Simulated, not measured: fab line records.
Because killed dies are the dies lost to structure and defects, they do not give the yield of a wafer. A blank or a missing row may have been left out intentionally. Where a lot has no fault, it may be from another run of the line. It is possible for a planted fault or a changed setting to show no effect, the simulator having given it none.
Chamber matching + flow nand-harc + pecvd-01 running NHARC_A_STAIRCASE_DEP_156: 3 sister chambers
The step deposits SiNx, target thk 50 nm. 14 wafers are shown with their chamber, then 7 later ones without.

== EACH WAFER AND ITS CHAMBER ==
| wafer  | chamber | heater-power-w (W) | rf-fwd-power-W (W) |
|--------|---------|--------------------|--------------------|
| L076.2 | 0       | 737                | 445.9              |
| L076.5 | 0       | 737                | 445.6              |
| L076.6 | 1       | 604                | 448.4              |
| L079.1 | 2       | 699                | 446.8              |
| L079.4 | 0       | 758                | 448.5              |
| L079.6 | 1       | 578                | 446.5              |
| L083.1 | 1       | 637                | 446.8              |
| L083.2 | 0       | 820                | 447.2              |
| L083.5 | 2       | 671                | 447.0              |
| L085.1 | 1       | 544                | 449.7              |
| L085.4 | 1       | 553                | 449.9              |
| L085.6 | 0       | 793                | 448.3              |
| L090.1 | 2       | 551                | 450.3              |
| L090.4 | 1       | 595                | 446.4              |

SIGNATURES (averages over the wafers above)
| reading        | chamber 0 | chamber 1 | chamber 2 | scatter within a chamber |
|----------------|-----------|-----------|-----------|--------------------------|
| heater-power-w | 769.00    | 585.17    | 640.33    | 46.3                     |
| rf-fwd-power-W | 447.100   | 447.950   | 448.033   | 1.59                     |
Rule: a wafer's distance from a chamber is the root of the sum, over the readings, of the square of ((its reading less the chamber's mean) divided by the reading's scatter). The wafer belongs to the nearest chamber; if the next one is less than 2 further off, it can't be placed. The scatter: the root of (the sum of the squares of (reading less its chamber's mean) over the shown wafers, divided by (wafers less chambers)).

== WAFERS MISSING THEIR CHAMBER ==
| wafer  | heater-power-w (W) | rf-fwd-power-W (W) |
|--------|--------------------|--------------------|
| L090.6 | 795                | 448.2              |
| L092.1 | 623                | 449.2              |
| L092.2 | 765                | 447.0              |
| L092.6 | 773                | 446.7              |
| L095.3 | 635                | 446.9              |
| L095.4 | 814                | 445.2              |
| L095.5 | 846                | 445.7              |

== CHAMBER TAKEN BY EACH ==
| wafer  | from the rows above     | in truth |
|--------|-------------------------|----------|
| L090.6 | 0                       | 0        |
| L092.1 | can't be placed: 2 or 1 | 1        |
| L092.2 | 0                       | 0        |
| L092.6 | 0                       | 0        |
| L095.3 | can't be placed: 2 or 1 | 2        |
| L095.4 | 0                       | 0        |
| L095.5 | 0                       | 0        |
Correct placement for 5 of the 7. These rows do not allow placing 2 (true chamber among the candidates in 2). Wrongly placed: 0.
